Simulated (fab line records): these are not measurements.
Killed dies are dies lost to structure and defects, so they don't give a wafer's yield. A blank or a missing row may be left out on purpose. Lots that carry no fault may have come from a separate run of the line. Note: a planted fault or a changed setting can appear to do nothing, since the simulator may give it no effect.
fab line records	flow nand-harc	part 1 of 2: steps 1 to 16 of 22
[record] lots = 5	wafers = 15	last-day = 31
route steps=1302 shown A_STAIRCASE@661
lots untouched by any fault: they come from a run of this same line in which no faults occurred
start-h: hours from the record's first day to the start of the lot's first wafer shown	wait-h: hours elapsed since this lot's preceding step	" unchanged from the row above	L1.1+2: one row covering several wafers at once	- either no value or no given start	* or withheld: withheld	< > ~ a bound
route shown NAME@n: a module of which the file shows steps, and the number in the route of the first	usual: mean/standard deviation of fault-free wafers	same: alike in all rows	chamber/n: place in a boat	sites: each site's reading	_std_site: the values' standard deviation	_edge_site: the outer-site mean with the inner-site mean subtracted	radius-mm: for every site, how far away it sits from the centre of the wafer	mask NAME#n: copy n	behind: the last tool/chamber to shape the wafer	hold: what put the lot on hold/how long, in hours/how the hold closed	device: transistor that didn't switch, given as n, p or np	end of line: the tests these same wafers got at the end of their route	step lacking rows: just its recipe	killed: not the wafer's yield, but the dies lost to structure and defects at the first sort	map: the dies of a wafer, with x for killed, . for not killed, _ for no die there
set.NAME: the setting as run; set.NAME@STEP: as run at that earlier step	model.NAME: the simulator's own value behind a step, which no gauge read
certain route steps with their lots: each step a table, each wafer a row
services: from which hour (start-h, from the record's first day; less than 0 if before it) a tool's chamber was out of use, for how many hours, and why
[[steps]]
[step NHARC_A_STAIRCASE_EBR_05]
[usual] exhaust-pa = 44.9/0.9
lot.wafer	tool	chamber	start-h	wait-h	exhaust-pa
L075.2	litho-track-02	0	-	-	44.6
L075.3	"	0	"	"	44.7
L075.6	"	0	"	"	44.7
L078.1	litho-track-07	0	-	-	46.1
L078.5	"	0	"	"	47.0
L078.6	"	0	"	"	46.2
L076.2	litho-track-03	0	-	-	45.4
L076.4	"	0	"	"	43.9
L076.6	"	0	"	"	45.2
L083.1	litho-track-07	0	-	-	45.1
L083.5	"	0	"	"	45.6
L083.6	"	0	"	"	45.3
L093.2	litho-track-07	0	-	-	44.1
L093.3	"	0	"	"	44.7
L093.6	"	0	"	"	44.6
[step NHARC_A_STAIRCASE_EXPOSE_06]
[recipe] na = 0.5	dose-mj = 25.43	mask-id = STAIR
lot.wafer	tool	chamber	start-h	wait-h	mask
L075.2+3+6	krf-scanner-03	0	359.08	-	STAIR#0
L078.1+5+6	krf-scanner-03	0	384.61	-	STAIR#0
L076.2+4+6	krf-scanner-04	0	385.14	-	STAIR#0
L083.1+5+6	krf-scanner-04	0	441.72	-	STAIR#0
L093.2+3+6	krf-scanner-01	0	527.91	-	STAIR#0
[step NHARC_A_STAIRCASE_PEB_07]
[recipe] peb-temp-c = 115	peb-time-s = 130
[usual] exhaust-pa = 45.0/0.9
lot.wafer	tool	chamber	start-h	wait-h	exhaust-pa
L075.2	litho-track-02	0	359.14	0.1	46.4
L075.3	"	0	"	"	44.8
L075.6	"	0	"	"	45.9
L078.1	litho-track-02	0	384.68	0.1	44.3
L078.5	"	0	"	"	45.9
L078.6	"	0	"	"	43.9
L076.2	litho-track-02	0	385.21	0.1	44.8
L076.4	"	0	"	"	43.7
L076.6	"	0	"	"	44.6
L083.1	litho-track-03	0	441.79	0.1	46.0
L083.5	"	0	"	"	45.0
L083.6	"	0	"	"	44.8
L093.2	litho-track-07	0	527.97	0.1	44.4
L093.3	"	0	"	"	44.1
L093.6	"	0	"	"	43.3
[step NHARC_A_STAIRCASE_DEVELOP_08]
[recipe] time-s = 140
[usual] exhaust-pa = 45.1/0.82
lot.wafer	tool	chamber	start-h	wait-h	exhaust-pa
L075.2	litho-track-02	0	-	-	46.7
L075.3	"	0	"	"	44.3
L075.6	"	0	"	"	45.7
L078.1	litho-track-02	0	-	-	44.7
L078.5	"	0	"	"	45.2
L078.6	"	0	"	"	46.8
L076.2	litho-track-02	0	-	-	45.9
L076.4	"	0	"	"	46.2
L076.6	"	0	"	"	45.0
L083.1	litho-track-03	0	-	-	43.8
L083.5	"	0	"	"	43.1
L083.6	"	0	"	"	43.4
L093.2	litho-track-07	0	-	-	44.4
L093.3	"	0	"	"	43.9
L093.6	"	0	"	"	45.2
[step NHARC_A_STAIRCASE_HARDBAKE_10]
[recipe] temp-c = 120	time-s = 140
[usual] exhaust-pa = 45.0/1
lot.wafer	tool	chamber	start-h	wait-h	exhaust-pa
L075.2	litho-track-07	0	359.36	-	45.3
L075.3	"	0	"	"	46.9
L075.6	"	0	"	"	45.0
L078.1	litho-track-07	0	384.90	-	45.8
L078.5	"	0	"	"	44.8
L078.6	"	0	"	"	45.6
L076.2	litho-track-07	0	385.43	-	44.9
L076.4	"	0	"	"	44.9
L076.6	"	0	"	"	46.2
L083.1	litho-track-02	0	442.00	-	41.3
L083.5	"	0	"	"	43.1
L083.6	"	0	"	"	44.5
L093.2	litho-track-07	0	528.19	-	44.8
L093.3	"	0	"	"	45.0
L093.6	"	0	"	"	46.0
[step NHARC_A_STAIRCASE_DESCUM_11]
[recipe] time-s = 3	o2-flow-sccm = 200	ar-flow-sccm = 0	bias-power-w = 0	chemistry = O2
[usual] chamber-pressure-mTorr = 60.00/0.053	drypump-motor-current-A = 5.8/0.52	oes-product-au = 1.002/0.0094	rf-vpp-V = 57.8/0.86	showerhead-plenum-p-Torr = 1.89/0.062	throttle-valve-pct = 11.311/0.0085
lot.wafer	tool	chamber	start-h	wait-h	chamber-pressure-mTorr	drypump-motor-current-A	oes-product-au	rf-hours-counter-h	rf-vpp-V	showerhead-plenum-p-Torr	throttle-valve-pct
L075.2	rie-diel-10	1	359.45	-	60.02	6.5	1.024	42	57.9	1.91	11.307
L075.3	"	2	"	"	60.08	6.0	0.986	42	58.4	1.99	11.311
L075.6	"	1	"	"	60.09	6.5	1.015	-	57.6	1.91	11.285
L078.1	rie-diel-12	0	385.06	-	59.94	6.1	0.991	31	56.4	1.87	11.315
L078.6	"	2	"	"	60.02	5.8	0.982	-	57.3	1.92	11.310
L078.5	"	3	"	"	59.93	6.0	0.986	-	57.7	1.94	11.310
L076.2	rie-diel-10	2	387.62	-	60.00	6.0	1.008	53	58.9	1.99	11.324
L076.4	"	3	"	"	60.02	5.0	1.005	54	59.7	1.95	11.318
L076.6	"	1	"	"	60.01	6.5	1.014	-	57.9	1.90	11.316
L083.1	rie-diel-06	1	442.11	-	60.03	6.0	1.019	46	55.8	1.80	11.316
L083.6	"	3	"	"	59.96	5.3	0.996	-	57.9	1.88	11.297
L083.5	"	0	"	"	59.98	6.4	1.002	-	57.9	1.95	11.287
L093.3	rie-diel-12	3	528.28	-	60.07	6.0	1.001	26	57.9	1.93	11.311
L093.2	"	0	"	"	59.99	6.1	1.005	27	58.3	1.85	11.297
L093.6	"	0	"	"	60.06	6.0	1.007	-	57.3	1.85	11.306
[step NHARC_A_STAIRCASE_TRIM_12]
[recipe] time-s = 211.2	o2-flow-sccm = 500	ar-flow-sccm = 0	bias-w = 0	chemistry = O2
[usual] chamber-pressure-mTorr = 60.00/0.058	drypump-motor-current-A = 5.7/0.52	oes-product-au = 1.002/0.0087	rf-vpp-V = 57.6/0.78	showerhead-plenum-p-Torr = 3.49/0.11	throttle-valve-pct = 17.036/0.0091
lot.wafer	tool	chamber	start-h	wait-h	chamber-pressure-mTorr	drypump-motor-current-A	oes-product-au	rf-hours-counter-h	rf-vpp-V	showerhead-plenum-p-Torr	throttle-valve-pct
L075.2	rie-diel-10	3	359.55	0.1	59.89	5.0	1.004	43	57.9	3.60	17.046
L075.3	"	0	"	"	59.97	5.6	1.013	44	56.5	3.31	17.046
L075.6	"	3	"	"	59.98	5.0	1.009	-	58.4	3.60	17.031
L078.1	rie-diel-12	2	385.16	0.1	60.05	5.8	0.997	31	57.4	3.54	17.034
L078.6	"	1	"	"	60.01	5.9	0.999	-	57.5	3.51	17.054
L078.5	"	2	"	"	60.04	5.8	1.005	-	57.7	3.54	17.048
L076.4	rie-diel-10	0	387.85	0.2	59.95	5.6	1.023	54	56.9	3.31	17.038
L076.2	"	2	"	"	59.89	6.0	1.000	53	58.7	3.66	17.034
L076.6	"	0	"	"	59.99	5.7	1.015	-	57.2	3.31	17.045
L083.1	rie-diel-06	1	442.18	0.1	59.97	6.0	1.018	46	57.4	3.34	17.030
L083.6	"	1	"	"	60.01	6.0	1.015	-	57.9	3.34	17.041
L083.5	"	2	"	"	59.95	4.6	1.009	-	57.0	3.57	17.032
L093.3	rie-diel-12	2	528.36	0.1	60.07	5.8	1.004	23	56.4	3.51	17.016
L093.2	"	1	"	"	59.99	5.9	1.005	24	57.1	3.48	17.032
L093.6	"	3	"	"	59.90	6.0	1.011	-	56.8	3.55	17.023
[step NHARC_A_STAIRCASE_ETCH_13]
[recipe] target-depth-a = 1000	time-s = 40.5	ion-energy-ev = 400	c4f8-flow-sccm = 20	o2-flow-sccm = 10	ar-flow-sccm = withheld	rf-w = 600	bias-w = 1000	chemistry = C4F8/O2
[usual] chamber-pressure-mTorr = 24.998/0.022	oes-product-au = 0.942/0.014	rf-vpp-V = 894/4
lot.wafer	tool	chamber	start-h	wait-h	chamber-pressure-mTorr	oes-product-au	rf-hours-counter-h	rf-vpp-V
L075.2	rie-diel-10	1	-	-	24.976	0.968	42	895
L075.3	"	3	"	"	24.995	0.961	43	897
L075.6	"	0	"	"	24.999	0.979	-	889
L076.2	rie-diel-10	3	-	-	25.003	0.927	54	899
L076.4	"	0	"	"	25.026	0.935	54	888
L076.6	"	0	"	"	25.004	0.935	-	887
L078.1	rie-diel-12	2	-	-	25.037	0.924	33	897
L078.6	"	2	"	"	24.999	0.927	-	896
L078.5	"	3	"	"	25.013	0.920	-	898
L083.1	rie-diel-06	1	-	-	25.008	0.939	46	889
L083.6	"	2	"	"	24.963	0.935	-	898
L083.5	"	3	"	"	24.999	0.931	-	894
L093.3	rie-diel-12	3	-	-	25.014	0.938	26	897
L093.2	"	2	"	"	25.005	0.942	24	895
L093.6	"	3	"	"	25.015	0.945	-	896
[step NHARC_A_STAIRCASE_TRIM_14]
[recipe] time-s = 211.2	o2-flow-sccm = 500	ar-flow-sccm = 0	bias-w = 0	chemistry = O2
[usual] chamber-pressure-mTorr = 60.00/0.062	drypump-motor-current-A = 5.8/0.5	oes-product-au = 1.000/0.011	rf-vpp-V = 57.7/0.87	showerhead-plenum-p-Torr = 3.49/0.1	throttle-valve-pct = 17.035/0.0088
lot.wafer	tool	chamber	start-h	wait-h	chamber-pressure-mTorr	drypump-motor-current-A	oes-product-au	rf-hours-counter-h	rf-vpp-V	showerhead-plenum-p-Torr	throttle-valve-pct
L075.3	rie-diel-10	0	-	-	59.99	5.6	1.013	44	55.8	3.31	17.028
L075.2	"	3	"	"	60.05	5.0	1.016	43	56.5	3.60	17.029
L075.6	"	0	"	"	60.00	5.6	1.015	-	57.6	3.31	17.050
L078.1	rie-diel-12	3	-	-	60.08	6.0	0.994	33	57.8	3.58	17.044
L078.6	"	2	"	"	60.07	5.8	0.985	-	59.2	3.53	17.048
L078.5	"	3	"	"	60.00	6.0	0.983	-	55.1	3.58	17.041
L076.2	rie-diel-10	2	-	-	59.92	6.0	0.990	53	57.3	3.66	17.024
L076.4	"	3	"	"	60.00	5.0	0.997	55	59.3	3.59	17.038
L076.6	"	0	"	"	60.02	5.7	1.020	-	57.1	3.31	17.042
L083.1	rie-diel-06	2	-	-	60.03	4.6	0.987	39	59.4	3.57	17.025
L083.5	"	0	"	"	60.06	6.4	0.999	-	57.7	3.58	17.027
L083.6	"	1	"	"	60.02	6.0	1.007	-	56.7	3.34	17.044
L093.3	rie-diel-12	1	-	-	59.99	5.9	0.999	24	57.3	3.48	17.054
L093.2	"	3	"	"	60.07	6.0	1.013	26	58.8	3.55	17.020
L093.6	"	1	"	"	60.03	5.9	0.994	-	57.8	3.48	17.045
[step NHARC_A_STAIRCASE_ETCH_15]
[recipe] target-depth-a = 1000	time-s = 40.5	ion-energy-ev = 400	c4f8-flow-sccm = 20	o2-flow-sccm = 10	ar-flow-sccm = withheld	rf-w = 600	bias-w = 1000	chemistry = C4F8/O2
[usual] chamber-pressure-mTorr = 25.000/0.024	oes-product-au = 0.944/0.012	rf-vpp-V = 894/3.9
lot.wafer	tool	chamber	start-h	wait-h	chamber-pressure-mTorr	oes-product-au	rf-hours-counter-h	rf-vpp-V
L075.3	rie-diel-10	1	-	-	25.013	0.965	43	895
L075.2	"	3	"	"	25.063	0.967	43	898
L075.6	"	1	"	"	25.034	0.956	-	896
L078.1	rie-diel-12	3	-	-	25.002	0.926	33	897
L078.6	"	0	"	"	25.025	0.938	-	893
L078.5	"	1	"	"	24.988	0.927	-	895
L076.4	rie-diel-10	1	-	-	24.958	0.955	52	896
L076.2	"	3	"	"	25.040	0.946	55	899
L076.6	"	0	"	"	25.001	0.956	-	888
L083.1	rie-diel-06	2	-	-	24.970	0.952	39	894
L083.6	"	2	"	"	24.982	0.942	-	898
L083.5	"	3	"	"	24.970	0.928	-	894
L093.2	rie-diel-12	2	-	-	24.989	0.951	24	894
L093.3	"	3	"	"	24.982	0.947	26	898
L093.6	"	1	"	"	24.994	0.946	-	894
[step NHARC_A_STAIRCASE_TRIM_16]
[recipe] time-s = 211.2	o2-flow-sccm = 500	ar-flow-sccm = 0	bias-w = 0	chemistry = O2
[usual] chamber-pressure-mTorr = 60.00/0.055	drypump-motor-current-A = 5.8/0.49	oes-product-au = 1.002/0.0098	rf-vpp-V = 57.7/0.92	showerhead-plenum-p-Torr = 3.50/0.1	throttle-valve-pct = 17.036/0.0092
lot.wafer	tool	chamber	start-h	wait-h	chamber-pressure-mTorr	drypump-motor-current-A	oes-product-au	rf-hours-counter-h	rf-vpp-V	showerhead-plenum-p-Torr	throttle-valve-pct
L075.2	rie-diel-10	1	-	-	60.00	6.5	1.012	43	57.4	3.52	17.052
L075.3	"	2	"	"	60.07	6.0	0.995	42	58.1	3.66	17.031
L075.6	"	2	"	"	60.02	6.0	0.996	-	58.1	3.66	17.043
L078.1	rie-diel-12	0	-	-	60.03	6.1	0.984	35	56.6	3.44	17.032
L078.5	"	1	"	"	59.96	5.8	0.993	-	58.7	3.51	17.046
L078.6	"	2	"	"	59.97	5.8	0.985	-	57.4	3.53	17.033
L076.2	rie-diel-10	1	-	-	59.95	6.5	1.009	52	59.1	3.51	17.041
L076.4	"	2	"	"	60.04	5.9	0.993	53	58.5	3.66	17.024
L076.6	"	0	"	"	59.95	5.6	1.022	-	56.5	3.31	17.024
L083.1	rie-diel-06	2	-	-	60.07	4.6	1.009	39	57.5	3.57	17.036
L083.5	"	1	"	"	60.10	6.0	1.007	-	58.0	3.34	17.034
L083.6	"	2	"	"	60.00	4.6	1.007	-	58.4	3.57	17.039
L093.3	rie-diel-12	0	-	-	60.01	6.1	1.007	27	57.4	3.42	17.035
L093.2	"	1	"	"	59.99	5.9	1.005	25	58.0	3.48	17.035
L093.6	"	3	"	"	59.97	6.0	1.010	-	58.2	3.55	17.039
[step NHARC_A_STAIRCASE_ETCH_17]
[recipe] target-depth-a = 1000	time-s = 40.5	ion-energy-ev = 400	c4f8-flow-sccm = 20	o2-flow-sccm = 10	ar-flow-sccm = withheld	rf-w = 600	bias-w = 1000	chemistry = C4F8/O2
[usual] chamber-pressure-mTorr = 24.999/0.022	oes-product-au = 0.944/0.01	rf-vpp-V = 895/3.9
lot.wafer	tool	chamber	start-h	wait-h	chamber-pressure-mTorr	oes-product-au	rf-hours-counter-h	rf-vpp-V
L075.2	rie-diel-10	2	-	-	24.981	0.936	43	902
L075.3	"	3	"	"	25.012	0.955	43	899
L075.6	"	3	"	"	25.005	0.955	-	899
L078.1	rie-diel-12	1	-	-	24.964	0.938	35	897
L078.5	"	2	"	"	24.989	0.921	-	897
L078.6	"	3	"	"	25.009	0.935	-	897
L076.2	rie-diel-10	0	-	-	24.984	0.955	55	888
L076.4	"	2	"	"	25.029	0.929	53	901
L076.6	"	3	"	"	24.981	0.950	-	898
L083.1	rie-diel-06	3	-	-	24.975	0.951	43	893
L083.5	"	2	"	"	24.987	0.945	-	896
L083.6	"	3	"	"	24.968	0.949	-	893
L093.3	rie-diel-12	1	-	-	25.013	0.935	25	894
L093.2	"	2	"	"	25.015	0.914	24	897
L093.6	"	3	"	"	24.977	0.920	-	898
[step NHARC_A_STAIRCASE_TRIM_18]
[recipe] time-s = 211.2	o2-flow-sccm = 500	ar-flow-sccm = 0	bias-w = 0	chemistry = O2
[usual] chamber-pressure-mTorr = 60.01/0.053	drypump-motor-current-A = 5.8/0.5	oes-product-au = 1.000/0.0099	rf-vpp-V = 57.7/0.84	showerhead-plenum-p-Torr = 3.48/0.11	throttle-valve-pct = 17.035/0.0092
lot.wafer	tool	chamber	start-h	wait-h	chamber-pressure-mTorr	drypump-motor-current-A	oes-product-au	rf-hours-counter-h	rf-vpp-V	showerhead-plenum-p-Torr	throttle-valve-pct
L075.2	rie-diel-10	3	-	-	60.05	5.0	1.005	43	58.3	3.60	17.029
L075.3	"	0	"	"	59.88	5.6	1.018	45	56.1	3.31	17.027
L075.6	"	2	"	"	59.92	5.9	1.002	-	57.7	3.66	17.020
L078.1	rie-diel-12	0	-	-	60.08	6.1	0.990	35	56.9	3.44	17.034
L078.5	"	1	"	"	60.05	5.9	0.990	-	58.1	3.51	17.046
L078.6	"	2	"	"	60.05	5.8	0.992	-	57.7	3.53	17.050
L076.4	rie-diel-10	1	-	-	59.90	6.5	0.998	52	56.7	3.51	17.041
L076.2	"	2	"	"	60.04	6.0	0.992	54	57.2	3.66	17.037
L076.6	"	0	"	"	59.95	5.6	1.009	-	57.6	3.31	17.037
L083.1	rie-diel-06	3	-	-	60.00	5.3	0.989	43	56.1	3.47	17.025
L083.5	"	1	"	"	60.06	6.0	1.012	-	56.4	3.34	17.044
L083.6	"	2	"	"	60.07	4.6	1.009	-	59.1	3.57	17.045
L093.3	rie-diel-12	1	-	-	59.97	5.9	0.998	25	59.8	3.48	17.034
L093.2	"	2	"	"	60.08	5.8	0.989	24	58.5	3.51	17.026
L093.6	"	1	"	"	60.00	5.9	0.993	-	57.6	3.48	17.031
[step NHARC_A_STAIRCASE_ETCH_19]
[recipe] target-depth-a = 1000	time-s = 40.5	ion-energy-ev = 400	c4f8-flow-sccm = 20	o2-flow-sccm = 10	ar-flow-sccm = withheld	rf-w = 600	bias-w = 1000	chemistry = C4F8/O2
[usual] chamber-pressure-mTorr = 25.004/0.022	oes-product-au = 0.943/0.011	rf-vpp-V = 895/4.1
lot.wafer	tool	chamber	start-h	wait-h	chamber-pressure-mTorr	oes-product-au	rf-hours-counter-h	rf-vpp-V
L075.2	rie-diel-10	1	-	-	25.029	0.946	43	896
L075.3	"	0	"	"	25.029	0.958	45	888
L075.6	"	2	"	"	25.001	0.941	-	900
L078.1	rie-diel-12	0	-	-	25.001	0.931	35	893
L078.5	"	0	"	"	25.008	0.930	-	894
L078.6	"	1	"	"	24.985	0.919	-	896
L076.4	rie-diel-10	2	-	-	25.011	0.930	54	903
L076.2	"	1	"	"	25.026	0.938	53	895
L076.6	"	3	"	"	25.002	0.942	-	899
L083.1	rie-diel-06	3	-	-	25.006	0.961	43	893
L083.5	"	2	"	"	24.978	0.973	-	897
L083.6	"	3	"	"	24.973	0.962	-	894
L093.3	rie-diel-12	2	-	-	25.029	0.934	24	895
L093.2	"	0	"	"	25.003	0.938	27	892
L093.6	"	2	"	"	24.972	0.922	-	895
[step NHARC_A_STAIRCASE_TRIM_20]
[recipe] time-s = 211.2	o2-flow-sccm = 500	ar-flow-sccm = 0	bias-w = 0	chemistry = O2
[usual] chamber-pressure-mTorr = 60.00/0.061	drypump-motor-current-A = 5.8/0.48	oes-product-au = 1.000/0.0095	rf-vpp-V = 57.7/0.91	showerhead-plenum-p-Torr = 3.50/0.088	throttle-valve-pct = 17.038/0.0084
lot.wafer	tool	chamber	start-h	wait-h	chamber-pressure-mTorr	drypump-motor-current-A	oes-product-au	rf-hours-counter-h	rf-vpp-V	showerhead-plenum-p-Torr	throttle-valve-pct
L075.3	rie-diel-12	0	360.58	0.1	60.01	6.1	1.003	27	57.2	3.45	17.035
L075.2	"	2	"	"	60.02	5.8	0.995	27	58.1	3.54	17.038
L075.6	"	0	"	"	60.00	6.1	0.988	-	57.7	3.45	17.029
L078.1	rie-diel-06	1	389.08	0.1	59.97	6.0	1.017	21	56.8	3.35	17.057
L078.6	"	2	"	"	60.07	4.6	1.016	-	60.1	3.58	17.018
L078.5	"	3	"	"	59.96	5.3	1.014	-	57.5	3.48	17.033
L076.4	rie-diel-12	1	389.34	0.1	60.08	5.9	0.999	35	56.5	3.51	17.042
L076.2	"	0	"	"	60.00	6.1	0.994	35	58.1	3.44	17.036
L076.6	"	2	"	"	60.11	5.8	0.998	-	57.5	3.53	17.044
L083.1	rie-diel-06	3	443.31	0.1	60.02	5.3	0.999	43	57.6	3.47	17.035
L083.6	"	3	"	"	60.02	5.4	1.005	-	57.8	3.47	17.045
L083.5	"	0	"	"	59.97	6.4	1.000	-	57.4	3.58	17.041
L093.3	rie-diel-12	0	529.82	0.1	59.87	6.1	1.012	27	57.6	3.42	17.037
L093.2	"	1	"	"	60.07	5.9	1.002	25	57.3	3.48	17.049
L093.6	"	1	"	"	59.95	5.9	1.008	-	57.5	3.48	17.028
[step NHARC_A_STAIRCASE_ETCH_21]
[recipe] target-depth-a = 1000	time-s = 40.5	ion-energy-ev = 400	c4f8-flow-sccm = 20	o2-flow-sccm = 10	ar-flow-sccm = withheld	rf-w = 600	bias-w = 1000	chemistry = C4F8/O2
[usual] chamber-pressure-mTorr = 24.999/0.024	oes-product-au = 0.951/0.016	rf-vpp-V = 895/3.3
lot.wafer	tool	chamber	start-h	wait-h	chamber-pressure-mTorr	oes-product-au	rf-hours-counter-h	rf-vpp-V
L075.3	rie-diel-12	1	-	-	24.974	0.977	26	897
L075.2	"	0	"	"	24.945	0.951	27	894
L075.6	"	1	"	"	24.962	0.970	-	895
L078.1	rie-diel-06	2	-	-	24.958	0.968	24	897
L078.6	"	3	"	"	24.982	0.954	-	894
L078.5	"	1	"	"	24.975	0.954	-	889
L076.4	rie-diel-12	0	-	-	25.014	0.949	35	892
L076.2	"	3	"	"	25.009	0.939	34	898
L076.6	"	1	"	"	24.986	0.937	-	895
L083.1	rie-diel-06	3	-	-	24.981	0.949	43	895
L083.6	"	3	"	"	25.013	0.952	-	892
L083.5	"	0	"	"	25.017	0.938	-	898
L093.3	rie-diel-12	3	-	-	24.965	0.933	26	896
L093.2	"	0	"	"	25.039	0.945	27	891
L093.6	"	2	"	"	24.990	0.941	-	896
